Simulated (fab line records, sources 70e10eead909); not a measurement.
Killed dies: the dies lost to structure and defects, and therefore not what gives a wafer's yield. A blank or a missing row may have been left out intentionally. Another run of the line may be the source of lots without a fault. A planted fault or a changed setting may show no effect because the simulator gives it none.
Which tool was responsible?	flow nand harc	40 wafers from 14 lots sampled at 2 of the route's 1159 steps

## WHAT THE GAUGES SHOWED, per wafer
NHARC_A_BLC_INSPECT_12.
lot	measured	on	raw defect count
L570	day 16 21:10	defect inspect-02	28 36 28
L569	day 16 22:13	defect inspect-01	27 15 18
L571	day 17 18:47	defect inspect-02	25 19 25
L574	day 18 02:12	defect inspect-02	6 8 8
L575	day 18 10:44	defect inspect-01	29 15 14
L578	day 19 00:19	defect inspect-02	27 28 24
L577	day 19 14:26	defect inspect-01	22 17 14
L579	day 19 15:17	defect inspect-01	36 48 42
L581	day 20 12:08	defect inspect-01	15 13 15
L585	day 20 20:23	defect inspect-01	41 29
L584	day 21 05:04	defect inspect-01	35 40
L587	day 21 23:23	defect inspect-01	25 26 21
L591	day 22 19:56	defect inspect-02	19 29 13
L592	day 23 14:11	defect inspect-01	50 67 45

## WHAT TOOL EACH LOT RAN ON (gives the tool, then ch and the chambers of the sampled wafers, and finally the start)
lot	NHARC_A_CONTACT_ETCH_110
L570	rie diel-09 ch 0,1,2, day 16 18:22
L569	rie diel-09 ch 2,3, day 16 19:35
L571	rie diel-10 ch 0,2, day 17 08:04
L574	rie diel-10 ch 0,3, day 17 23:14
L575	rie diel-10 ch 1,2, day 18 03:04
L578	rie diel-02 ch 1,2, day 18 19:42
L577	rie diel-10 ch 1,2,3, day 19 11:40
L579	rie diel-10 ch 0,2,3, day 19 12:31
L581	rie diel-02 ch 0,2,3, day 20 05:04
L585	rie diel-09 ch 3, day 20 17:36
L584	rie diel-02 ch 3, day 20 21:44
L587	rie diel-10 ch 0,1,3, day 21 15:14
L591	rie diel-02 ch 1,3, day 22 14:46
L592	rie diel-09 ch 0,1,3, day 23 04:20
- NHARC_A_CONTACT_ETCH_110: etches the open film in CF4/O2, target depth 50 nm, overetch 5 nm, time 27.5 s.

## WHAT THE TOOLS THEMSELVES READ (means of the sampled wafers that have a number; where no wafer has one, the mark that the record gives instead)
NHARC_A_CONTACT_ETCH_110.
lot	tool	drypump motor current A (A)	oes product au (a.u.)	rf vpp V (V)	showerhead plenum p Torr (Torr)	throttle valve pct (%)
L570	rie diel-09	5.4	1.000	197.4	1.33	13.398
L569	rie diel-09	6.0	1.005	198.6	1.39	13.393
L571	rie diel-10	6.0	1.008	199.3	1.41	13.393
L574	rie diel-10	5.6	0.996	198.1	1.39	13.390
L575	rie diel-10	6.0	1.001	196.5	1.30	13.384
L578	rie diel-02	5.8	0.980	198.8	1.39	13.400
L577	rie diel-10	6.0	1.002	197.7	1.33	13.395
L579	rie diel-10	6.0	0.997	199.7	1.39	13.392
L581	rie diel-02	5.8	0.995	197.6	1.33	13.403
L585	rie diel-09	6.2	1.009	199.3	1.41	13.402
L584	rie diel-02	5.5	0.986	195.6	1.25	13.402
L587	rie diel-10	5.6	1.009	197.6	1.33	13.403
L591	rie diel-02	5.5	1.002	196.3	1.28	13.395
L592	rie diel-09	5.7	0.994	198.8	1.35	13.400

## THE ANSWER, worked out from the rows above alone
Rule: the usual values come from the lots themselves. The widest of any qualifying gaps counts: lots, ordered by their means at a reading, are off when they make up no more than a third of the lots, leave a main group of 4 or more, and stand apart from it by 3 or more times the standard deviation of that group's means. If all means in a main group match to the digits the tables above print for the reading, that group is not used. A lot without any number at a reading at which 4 lots or more have one is off too. The other lots that the step has rows for count as sound. First the gauges in route order, then the tools' own readings, where a lot's mean is used as printed above. The first step at which some lot is off is used, and at that step the reading that is off furthest; a lot without a number counts as furthest.
No lot is off at any reading shown: from this, nothing can be told.

## WHAT HAD BEEN PUT IN BY THE SIMULATOR
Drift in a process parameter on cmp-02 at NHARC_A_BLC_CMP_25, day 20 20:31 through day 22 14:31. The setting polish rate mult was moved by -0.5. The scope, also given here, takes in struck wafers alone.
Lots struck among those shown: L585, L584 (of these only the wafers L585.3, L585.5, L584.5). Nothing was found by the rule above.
